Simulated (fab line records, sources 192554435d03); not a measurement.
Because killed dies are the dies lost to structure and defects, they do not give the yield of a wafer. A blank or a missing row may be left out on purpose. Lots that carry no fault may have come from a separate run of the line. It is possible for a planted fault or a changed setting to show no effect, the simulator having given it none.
Struck lot and sound lot, side by side    flow n5Finfet    15 out of 1938 route steps
Sound: these wafers, L941.1, L941.4, L941.5. Struck: wafer L949.2 (L949.1, L949.6, from the same lot, were not struck and are left out); the cause is given at the end.
Order at every step that has rows: each side's tool, ch and its chambers, its first start. Under that, the readings that differ: sound wafers    struck wafers    difference of the means    sigmas: that difference in standard deviations of wafers without a fault.
alike: same words and numbers on both sides, and readings whose means sit less than 2 such deviations apart. not compared: any withheld reading, any reading some wafer has no value for, any bound like >300 that may hide the same value, and any number with overlapping values for which the record gives no deviation.
The two part at a step that has a row with sigmas, a row that says differs or no value, or rows on one side only. Numbers that don't overlap but have no deviation are shown without sigmas and don't part them. A reading that every wafer of one side lacks parts them only if that side has two wafers or more.

N5_BEOL_M7_OVL_MEAS_29:
  sound on overlay-01 ch 0, day 10 12:23; struck on overlay-01 ch 0, day 14 18:02
  alike: V6_OVL
N5_BEOL_M7_INSPECT_30: inspects for defects (brightfield).
  sound: defectInspect-01 at day 10 12:27; struck: defectInspect-01 at day 14 18:05
  alike: rawDefectCount
then, 1 step without rows for these wafers: N5_BEOL_M7_DESCUM_33 (chemistry O2, time 7 s).
N5_BEOL_M7_ETCH_72: etches underlayer in N2/H2, target depth 6.5 nm, time 5.2 s.
  sound on rieDiel-02 ch 0,2,3, day 10 12:46; struck on rieDiel-06 ch 2, day 14 18:10
  alike: biasW, drypumpMotorCurrentA, etchRfOnTimeS, oesProductAu, rfVppV, showerheadPlenumPTorr, throttleValvePct
  not compared: rfHoursCounterH
N5_BEOL_M7_ETCH_65: etches SiARC in CF4, target depth 15.6 nm, time 26 s.
  sound on rieDiel-02 ch 0,2,3, day 10 12:47; struck on rieDiel-06 ch 2, day 14 18:10
  alike: biasW, cf4FlowSccm, drypumpMotorCurrentA, etchRfOnTimeS, oesProductAu, rfVppV, showerheadPlenumPTorr, throttleValvePct
  not compared: rfHoursCounterH
N5_BEOL_M7_ETCH_66: etches SOC in N2/H2, target depth 80 nm, overetch 16 nm, time 120 s.
  sound on rieDiel-02 ch 0,2,3, day 10 12:49; struck on rieDiel-06 ch 2, day 14 18:12
  alike: biasW, drypumpMotorCurrentA, oesProductAu, rfVppV, showerheadPlenumPTorr, throttleValvePct
  not compared: rfHoursCounterH
then, 4 steps without rows for these wafers: N5_BEOL_M7_STRIP_69 (strips in N2/H2); N5_BEOL_M7_STRIP_73 (strips in N2/H2); N5_BEOL_M7_VIA_ETCH_34 (etches SiCOH lowk in C4F6/O2, target depth 125.5 nm, time 50.5 s); N5_BEOL_M7_STRIP_76 (strips in C4F6/O2).
N5_BEOL_M7_STRIP_36: strips in N2/H2.
  sound on rieDiel-02 ch 0,2,3, day 10 12:58; struck on rieDiel-06 ch 2, day 14 18:21
  alike: drypumpMotorCurrentA, oesProductAu, rfVppV, showerheadPlenumPTorr, throttleValvePct
  not compared: rfHoursCounterH
then, 1 step without rows for these wafers: N5_BEOL_M7_TRENCH_ETCH_37 (etches SiCOH lowk in C4F6/O2, target depth 93.478 nm, time 31.2 s).
N5_BEOL_M7_ETCH_41: etches SiCN in CH3F/O2, target depth 31.9 nm, time 57.8 s.
  sound on rieDiel-02 ch 0,2,3, day 10 13:02; struck on rieDiel-06 ch 2, day 14 18:25
reading                  sound              struck  difference  sigmas
biasW (W)                74.91 74.62 74.77  52.90   -21.87      -95
rfVppV (V)               296.2 295.6 299.7  236.5   -60.7       -36
model.etch.depthNm (nm)  22.09 21.85 21.91  19.25   -2.70       
  alike: drypumpMotorCurrentA, oesProductAu, showerheadPlenumPTorr, throttleValvePct
  not compared: rfHoursCounterH
N5_BEOL_M7_STRIP_80: strips in N2/H2, time 10 s.
  sound on rieDiel-02 ch 0,2,3; struck on rieDiel-06 ch 2
  alike: drypumpMotorCurrentA, oesProductAu, rfVppV, showerheadPlenumPTorr, throttleValvePct
  not compared: rfHoursCounterH
-- record jumps: 3 days separate the struck wafers' starts on either side; left off in module BEOL_M7, taken up again in module PASSIVATION, whose first shown step is the route's number 1936 --
N5_PASSIVATION_PROBE_49:
  record: rows for the struck wafers here (prober-02, day 18 00:22), none for the sound ones

== WHERE THEY PART ==
Last at N5_PASSIVATION_PROBE_49 as far as this record goes, first at N5_BEOL_M7_ETCH_41.

WHY: whatever the simulator had introduced
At N5_BEOL_M7_ETCH_41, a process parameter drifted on rieDiel-06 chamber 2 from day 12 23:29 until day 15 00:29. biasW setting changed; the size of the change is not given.
